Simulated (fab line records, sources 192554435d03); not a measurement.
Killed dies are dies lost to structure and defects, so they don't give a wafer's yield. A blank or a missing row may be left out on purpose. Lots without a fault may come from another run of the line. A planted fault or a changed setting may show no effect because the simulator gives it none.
fab line records | flow n5_finfet
record lots=9 wafers=25 last_day=19
route steps=1938 shown FIN_SAQP@138 FIN_CUT@164 BEOL_M4@1111 PASSIVATION@1936
lots that met no fault: from a run of the same line without faults
start_h: hours from the record's first day to the start of the lot's first wafer shown | wait_h: hours since the lot's step before | " the same as in the row above | L1.1+2: a row that stands for several wafers | - no value, or no start given | * or withheld: withheld | < > ~ a bound
route shown NAME@n: a module of which the file shows steps, and the number in the route of the first | usual: mean/standard deviation of fault-free wafers | same: alike in all rows | chamber/n: place in a boat | sites: the reading at each site | _std_site: their standard deviation | _edge_site: outer sites' mean less inner sites' | radius_mm: how far each site lies from the wafer's centre | mask NAME#n: copy n | behind: the tool/chamber that last shaped the wafer | hold: why the lot was held/for how many hours/how that ended | device: the transistor (n, p or np) that didn't switch | end of line: the same wafers' tests at the end of the route | a step without rows: its recipe alone | killed: dies lost to structure and defects at the first sort, not the wafer's yield | map: a wafer's dies, x killed, . not, _ none there
set.NAME: the setting as run; set.NAME@STEP: as run at that earlier step | model.NAME: the simulator's own value behind a step, which no gauge read
steps of the route over a sample of lots; a table a step, a row a wafer
services: from which hour (start_h, from the record's first day; less than 0 if before it) a tool's chamber was out of use, for how many hours, and why
## steps
# step N5_FIN_SAQP_SPACER2_ALD_28
# recipe material=SiO2 target_thk_a=81 temp_c=300 ald_precursor_family=BDEAS ald_co_reactant=O2-plasma pulse_time_s=1 purge_time_s=2 co_reactant_purge_time_s=2 pressure_torr=2
# usual heater_power_w=479/37 precursor_pulse_height_rel=1.002/0.018
# same purge_time_s=2
# columns lot.wafer tool chamber start_h wait_h heater_power_w precursor_pulse_height_rel
L773.2 ald_sin-04 0 31.10 0.3 545 0.965
L773.3 " 1 " " 430 0.991
L773.5 " 2 " " 473 1.006
L776.1 ald_sin-01 1 49.22 0.1 445 1.024
L776.3 " 2 " " 468 0.980
L776.4 " 3 " " 480 1.028
L778.5 ald_sin-01 0 62.56 0.2 439 0.975
L778.6 " 1 " " 424 1.004
L783.1 ald_sin-02 0 94.14 0.3 441 0.996
L783.6 " 1 " " 522 1.002
L786.3 ald_sin-01 3 110.64 0.1 487 1.012
L786.5 " 1 " " 442 1.033
L786.6 " 2 " " 457 1.030
L790.2 ald_sin-01 2 133.86 0.1 472 0.990
L790.3 " 1 " " 449 0.972
L790.6 " 1 " " 455 0.996
L791.1 ald_sin-02 2 140.19 1.1 546 1.007
L791.3 " 3 " " 510 1.002
L791.5 " 2 " " 536 1.013
L792.1 ald_sin-01 0 144.92 0.1 457 1.043
L792.2 " 2 " " 451 0.975
L792.5 " 2 " " 469 1.013
L795.1 ald_sin-02 1 162.87 0.1 539 0.988
L795.3 " 2 " " 541 0.967
L795.6 " 0 " " 449 0.988
# step N5_FIN_SAQP_STRIP_77
# recipe chemistry=N2/H2 time_s=90 power_w=100 temp_c=40 pressure_mtorr=100 rf_frequency_hz=6e+07 bias_power_w=3 n2_flow_sccm=300 h2_flow_sccm=300
# usual drypump_motor_current_A=5.7/0.39 h2_flow_sccm=299.9/0.88 oes_product_au=0.78/0.089 rf_vpp_V=45.3/0.8 showerhead_plenum_p_Torr=3.39/0.062 throttle_valve_pct=12.24/0.18
# same time_s=90
# columns lot.wafer tool chamber start_h wait_h drypump_motor_current_A h2_flow_sccm oes_product_au rf_hours_counter_h rf_vpp_V showerhead_plenum_p_Torr throttle_valve_pct
L773.2 rie_diel-05 2 32.02 0.0 5.5 299.7 0.72 170 45.7 3.37 12.21
L773.3 " 0 " " 6.2 298.9 0.77 124 43.8 3.38 12.26
L773.5 " 0 " " 6.3 299.6 0.76 - 44.7 3.38 12.27
L776.1 rie_diel-05 2 49.89 0.0 5.5 300.3 0.71 177 45.2 3.37 12.23
L776.3 " 0 " " 6.2 299.8 0.76 131 44.8 3.37 12.28
L776.4 " 1 " " 5.4 299.9 0.78 - 45.1 3.39 12.33
L778.5 rie_diel-02 0 63.12 0.0 5.2 300.4 0.71 - 45.6 3.48 12.44
L778.6 " 1 " " 5.0 299.4 0.72 - 46.7 3.34 12.26
L783.1 rie_diel-05 0 94.80 0.0 6.3 297.9 0.75 142 43.7 3.37 12.33
L783.6 " 1 " " 5.4 299.4 0.77 - 45.0 3.38 12.37
L786.3 rie_diel-02 1 111.33 0.0 5.0 299.2 0.71 204 45.4 3.33 12.31
L786.5 " 3 " " 6.4 298.7 0.68 - 45.2 3.16 12.42
L786.6 " 0 " " 5.2 299.0 0.70 - 46.3 3.47 12.48
L790.2 rie_diel-05 0 134.53 0.0 6.3 299.2 0.73 155 45.8 3.36 12.34
L790.3 " 2 " " 5.5 301.1 0.70 204 44.3 3.36 12.30
L790.6 " 1 " " 5.4 300.2 0.75 - 44.3 3.37 12.41
L791.1 rie_diel-05 2 140.86 0.0 5.5 299.6 0.69 206 46.0 3.35 12.29
L791.3 " 0 " " 6.3 299.1 0.74 158 44.9 3.36 12.36
L791.5 " 2 " " 5.5 298.6 0.69 - 45.9 3.35 12.30
L792.1 rie_diel-06 0 145.58 0.0 5.8 301.3 0.92 24 44.5 3.43 12.03
L792.2 " 1 " " 5.7 300.1 0.89 30 46.6 3.47 11.99
L792.5 " 0 " " 5.8 299.9 0.92 - 47.0 3.43 12.05
L795.1 rie_diel-05 3 163.65 0.0 5.3 299.2 0.89 25 46.4 3.46 12.03
L795.3 " 0 " " 6.2 297.4 0.72 165 44.4 3.36 12.37
L795.6 " 0 " " 6.3 298.3 0.72 - 45.0 3.36 12.38
# step N5_FIN_SAQP_CD_MEAS_37
# recipe target_cd_nm=8 polarity=line
# usual cd_nm=8.12/0.27
# columns lot.wafer tool chamber start_h wait_h cd_nm
L773.2 cd_sem-03 - 32.33 0.1 8.27
L773.3 " - " " 8.01
L773.5 " - " " 7.67
L776.1 cd_sem-01 - 50.20 0.1 7.92
L776.3 " - " " 7.69
L776.4 " - " " 8.13
L778.5 cd_sem-02 - 63.39 0.0 7.77
L778.6 " - " " 8.06
L783.1 cd_sem-01 - 95.11 0.1 8.29
L783.6 " - " " 8.01
L786.3 cd_sem-02 - 111.65 0.1 8.42
L786.5 " - " " 7.73
L786.6 " - " " 8.70
L790.2 cd_sem-03 - 134.84 0.1 8.03
L790.3 " - " " 7.89
L790.6 " - " " 8.14
L791.1 cd_sem-02 - 141.18 0.1 8.29
L791.3 " - " " 7.58
L791.5 " - " " 8.08
L792.1 cd_sem-02 - 145.90 0.1 7.91
L792.2 " - " " 7.96
L792.5 " - " " 8.00
L795.1 cd_sem-02 - 164.02 0.1 8.43
L795.3 " - " " 7.81
L795.6 " - " " 7.94
# step N5_FIN_SAQP_INSPECT_40
# recipe inspect_instrument=brightfield mode=aei
# usual raw_defect_count=251/81
# columns lot.wafer tool chamber start_h wait_h raw_defect_count
L773.2 defect_inspect-01 - 32.46 0.0 455
L773.3 " - " " 281
L773.5 " - " " 391
L776.1 defect_inspect-01 - 50.33 0.0 328
L776.3 " - " " 202
L776.4 " - " " 197
L778.5 defect_inspect-02 - 63.51 0.0 195
L778.6 " - " " 230
L783.1 defect_inspect-02 - 95.24 0.0 293
L783.6 " - " " 291
L786.3 defect_inspect-01 - 111.78 0.0 256
L786.5 " - " " 1671
L786.6 " - " " 240
L790.2 defect_inspect-02 - 134.97 0.0 304
L790.3 " - " " 533
L790.6 " - " " 256
L791.1 defect_inspect-02 - 141.31 0.0 261
L791.3 " - " " 183
L791.5 " - " " 246
L792.1 defect_inspect-01 - 146.03 0.0 248
L792.2 " - " " 320
L792.5 " - " " 284
L795.1 defect_inspect-02 - 164.15 0.0 335
L795.3 " - " " 151
L795.6 " - " " 273
# step N5_FIN_CUT_OVL_MEAS_09
# recipe points_per_wafer=522
# usual FIN_CUT_OVL=-0.2/0.52
# columns lot.wafer tool chamber start_h wait_h FIN_CUT_OVL[nm]
L773.2 overlay-02 0 32.93 0.0 -0.7
L773.3 " 0 " " -0.2
L773.5 " 0 " " 0.4
L776.1 overlay-01 0 50.84 0.0 -0.2
L776.3 " 0 " " 0.0
L776.4 " 0 " " 0.3
L778.5 overlay-01 0 63.99 0.0 0.7
L778.6 " 0 " " -0.3
L783.1 overlay-01 0 95.58 0.0 1.0
L783.6 " 0 " " -0.6
L786.3 overlay-02 0 112.25 0.0 0.2
L786.5 " 0 " " 0.5
L786.6 " 0 " " -0.6
L790.2 overlay-01 0 135.31 0.0 -1.2
L790.3 " 0 " " -0.7
L790.6 " 0 " " -0.7
L791.1 overlay-01 0 141.64 0.0 0.3
L791.3 " 0 " " -1.1
L791.5 " 0 " " -0.9
L792.1 overlay-01 0 146.49 0.0 -0.6
L792.2 " 0 " " 0.3
L792.5 " 0 " " -0.4
L795.1 overlay-01 0 164.61 0.0 0.3
L795.3 " 0 " " -0.1
L795.6 " 0 " " -0.7
# step N5_FIN_CUT_INSPECT_10
# recipe mode=adi inspect_instrument=brightfield
# usual raw_defect_count=47/15
# columns lot.wafer tool chamber start_h wait_h raw_defect_count
L773.2 defect_inspect-01 - 32.98 0.0 70
L773.3 " - " " 66
L773.5 " - " " 67
L776.1 defect_inspect-02 - 50.89 0.1 56
L776.3 " - " " 42
L776.4 " - " " 48
L778.5 defect_inspect-02 - 64.04 0.0 35
L778.6 " - " " 42
L783.1 defect_inspect-01 - 95.63 0.1 38
L783.6 " - " " 41
L786.3 defect_inspect-01 - 112.30 0.0 67
L786.5 " - " " 1496
L786.6 " - " " 61
L790.2 defect_inspect-01 - 135.36 0.0 52
L790.3 " - " " 105
L790.6 " - " " 47
L791.1 defect_inspect-01 - 141.70 0.1 51
L791.3 " - " " 23
L791.5 " - " " 43
L792.1 defect_inspect-01 - 146.54 0.1 44
L792.2 " - " " 54
L792.5 " - " " 43
L795.1 defect_inspect-01 - 164.67 0.1 56
L795.3 " - " " 31
L795.6 " - " " 50
# step N5_FIN_CUT_INSPECT_17
# recipe inspect_instrument=brightfield mode=aei
# usual raw_defect_count=254/82
# columns lot.wafer tool chamber start_h wait_h raw_defect_count
L773.2 defect_inspect-01 - 33.92 0.0 433
L773.3 " - " " 287
L773.5 " - " " 358
L776.1 defect_inspect-02 - 52.15 0.0 349
L776.3 " - " " 216
L776.4 " - " " 237
L778.5 defect_inspect-01 - 65.00 0.0 212
L778.6 " - " " 217
L783.1 defect_inspect-01 - 96.70 0.0 292
L783.6 " - " " 295
L786.3 defect_inspect-01 - 113.24 0.0 255
L786.5 " - " " 1639
L786.6 " - " " 244
L790.2 defect_inspect-01 - 136.47 0.0 296
L790.3 " - " " 548
L790.6 " - " " 273
L791.1 defect_inspect-02 - 142.80 0.0 263
L791.3 " - " " 172
L791.5 " - " " 236
L792.1 defect_inspect-02 - 147.49 0.0 256
L792.2 " - " " 337
L792.5 " - " " 295
L795.1 defect_inspect-01 - 165.75 0.0 342
L795.3 " - " " 155
L795.6 " - " " 262
# step N5_BEOL_M4_RC_MEAS_101
# usual DIBL_N=36.0/1.6 DIBL_P=35.8/2 IOFF_N=0.152/0.03 IOFF_P=0.20/0.031 ION_N=670/12 ION_P=459/7.4 SS_N=71.5/0.56 SS_P=73.2/0.64 VT_N=251/3.5 VT_P=-252/3.3
# columns lot.wafer tool chamber start_h wait_h DIBL_N[mV/V] DIBL_P[mV/V] IOFF_N[nA/um] IOFF_P[nA/um] ION_N[uA/um] ION_P[uA/um] SS_N[mV/dec] SS_P[mV/dec] VT_N[mV] VT_P[mV]
L773.2 prober-02 0 203.82 0.2 36.7 35.8 0.154 0.20 674 462 72.0 73.0 251 -253
L773.3 " 0 " " 36.7 35.5 0.141 0.19 657 454 71.0 73.0 254 -254
L773.5 " 0 " " 33.5 31.3 0.101 0.15 650 450 71.0 72.1 255 -256
L776.1 prober-01 0 219.21 0.0 37.4 36.7 0.151 0.20 674 461 71.8 73.6 253 -252
L776.3 " 0 " " 35.9 35.6 0.125 0.18 656 455 71.3 73.2 255 -250
L776.4 " 0 " " 37.2 37.0 0.155 0.20 680 463 72.1 73.6 250 -253
L778.5 prober-02 0 239.46 0.6 36.8 37.0 0.170 0.20 665 449 71.2 73.4 247 -253
L778.6 " 0 " " 34.7 35.1 0.134 0.18 667 457 71.4 73.4 253 -252
L783.1 prober-01 0 275.60 0.0 36.2 35.1 0.121 0.17 644 446 71.9 72.7 260 -257
L783.6 " 0 " " 37.3 37.2 0.154 0.21 669 456 72.3 73.1 253 -252
L786.3 prober-01 0 285.29 0.3 34.8 36.5 0.157 0.21 672 461 71.3 72.7 249 -250
L786.5 " 0 " " 37.0 39.1 0.203 0.26 695 470 71.8 73.6 245 -246
L786.6 " 0 " " 37.5 39.4 0.224 0.26 686 466 72.0 73.6 243 -248
L790.2 prober-02 0 294.19 0.2 35.6 35.8 0.151 0.20 687 469 71.3 73.7 250 -250
L790.3 " 0 " " 35.3 35.7 0.146 0.20 674 461 70.9 73.4 248 -251
L790.6 " 0 " " 36.1 35.7 0.150 0.20 673 459 71.2 72.6 249 -249
L791.1 prober-02 0 317.40 0.0 35.8 34.9 0.155 0.19 680 462 71.8 72.8 249 -252
L791.3 " 0 " " 33.6 31.3 0.109 0.14 653 449 71.5 73.0 257 -256
L791.5 " 0 " " 34.9 33.4 0.135 0.17 674 463 71.9 72.8 250 -253
L792.1 prober-02 0 328.96 0.0 35.5 33.7 0.136 0.21 674 473 70.9 72.8 254 -250
L792.2 " 0 " " 36.1 34.1 0.144 0.21 661 459 71.4 73.5 251 -246
L792.5 " 0 " " 35.4 33.8 0.135 0.20 664 459 71.3 73.4 251 -247
L795.1 prober-02 0 347.34 0.0 34.3 34.4 0.129 0.17 655 454 70.4 72.7 250 -253
L795.3 " 0 " " 31.8 30.1 0.087 0.11 632 435 71.7 71.6 259 -261
L795.6 " 0 " " 33.2 32.1 0.113 0.14 658 449 71.2 72.2 255 -258
# step N5_PASSIVATION_PROBE_49
# usual defect_limited_yield=91.6/1.4 killed_at_M0_to_M3=33/10 killed_at_M4_up=13/5.3 killed_at_contacts=13/5.9 killed_at_front_end=36/12 killed_at_other=4/3.1 killed_dies=99/16 killed_open=65/13 killed_short=32/7.3 sort_bin_5_function=4.9/0.9 sort_bin_6_memory=3.1/0.66 sort_bin_8_speed=0.0/0.42 sort_n_pass=1081/17 sort_yield_pct=91.6/1.4
# same gross_dies=1180 killed_at_back_side=0 sort_bin_4_leakage[%]=0
# columns lot.wafer tool chamber start_h wait_h defect_limited_yield[%] killed_at_M0_to_M3 killed_at_M4_up killed_at_contacts killed_at_front_end killed_at_other killed_dies killed_open killed_short sort_bin_5_function[%] sort_bin_6_memory[%] sort_bin_8_speed[%] sort_n_pass sort_yield_pct[%]
L786.3 prober-01 - 398.02 0.1 92.6 13 9 18 45 2 87 49 37 4.6 2.5 0 1093 92.6
L786.5 prober-01 - 398.12 0.2 79.2 19 11 17 196 3 246 59 23 12.4 4.3 0 934 79.2
L786.6 prober-01 - 398.17 0.3 91.6 22 12 21 40 4 99 52 45 4.5 3.4 0 1081 91.6
# killed by level:class
L786.3 FIN_SAQP:geometric_particle:short=19 MOL_CONTACT_COAG:geometric_particle:open=16 FIN_SAQP:geometric_particle:open=5 DUMMY_GATE:geometric_particle:open=4 GATE_CUT:geometric_particle:short=4 BEOL_M2:geometric_particle:open=4 STI_FIN_REVEAL:geometric_particle:open=3 STARTING-WAFER:geometric_particle:open=3
L786.5 FIN_SAQP:unspecified=163 MOL_CONTACT_COAG:geometric_particle:open=15 STI_FIN_REVEAL:geometric_particle:open=7 DUMMY_GATE:geometric_particle:open=6 GATE_CUT:geometric_particle:short=5 BEOL_M3:geometric_particle:open=5 BEOL_M0:geometric_particle:open=4 BEOL_M4:geometric_particle:open=3
L786.6 FIN_SAQP:geometric_particle:short=19 MOL_CONTACT_COAG:geometric_particle:open=15 BEOL_M0_SAQP:geometric_particle:short=10 FIN_SAQP:geometric_particle:open=9 MOL_CONTACT_COAG:geometric_particle:short=6 BEOL_M5:geometric_particle:open=6 BEOL_M0_SAQP:geometric_particle:open=5 PASS1_CAP:geometric_particle:short=4
## services
# columns tool chamber start_h hours kind
ald_sin-01 0 7.96 - clean
ald_sin-01 1 7.96 - clean
ald_sin-04 2 10.11 10.6 repair
rie_diel-05 3 16.40 6.7 repair
rie_diel-06 3 18.20 6.7 repair
ald_sin-01 3 37.52 8.8 repair
rie_diel-05 3 48.11 - clean
rie_diel-05 3 48.11 - consumable_replace:focus_ring
rie_diel-05 3 48.11 14.7 scheduled_down
rie_diel-05 3 48.11 14.7 vent_cycle
ald_sin-01 - 54.47 0.6 repair
rie_diel-05 - 61.93 2.8 pm
ald_sin-04 1 65.57 9.8 repair
rie_diel-05 3 66.19 7.2 repair
ald_sin-01 - 67.08 14.6 pm
rie_diel-06 0 67.14 4.2 repair
ald_sin-01 1 82.93 7.7 repair
ald_sin-04 - 85.55 14.0 pm
ald_sin-01 3 91.63 6.6 repair
rie_diel-02 2 98.10 16.2 repair
ald_sin-02 - 106.72 1.6 repair
rie_diel-05 3 118.81 5.5 repair
rie_diel-02 0 153.84 5.9 repair
rie_diel-02 1 156.34 5.9 repair
## key
first_sign step=N5_FIN_SAQP_INSPECT_40 reading=raw_defect_count direction=up sigmas=18 usual=251 struck=1671
effect step=N5_FIN_CUT_INSPECT_10 reading=raw_defect_count direction=up sigmas=98 usual=47 struck=1496
effect step=N5_FIN_CUT_INSPECT_17 reading=raw_defect_count direction=up sigmas=17 usual=254 struck=1639
effect step=N5_PASSIVATION_PROBE_49 reading=killed_at_front_end direction=up sigmas=14 usual=36 struck=196
more_kills_born_at N5_FIN_SAQP_STRIP_77@rie_diel-02=163
met_at N5_FIN_SAQP_STRIP_77
struck_lots L786
struck_wafers L786.5
not_acting_at N5_FIN_SAQP_SPACER2_ALD_28,N5_FIN_SAQP_CD_MEAS_37,N5_FIN_CUT_OVL_MEAS_09
fault kind=chamber_particle_source tool=rie_diel-02 chamber=3 onset_h=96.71 steps=N5_FIN_SAQP_STRIP_77 rate_per_visit_cm2=2.1986 end_h=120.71
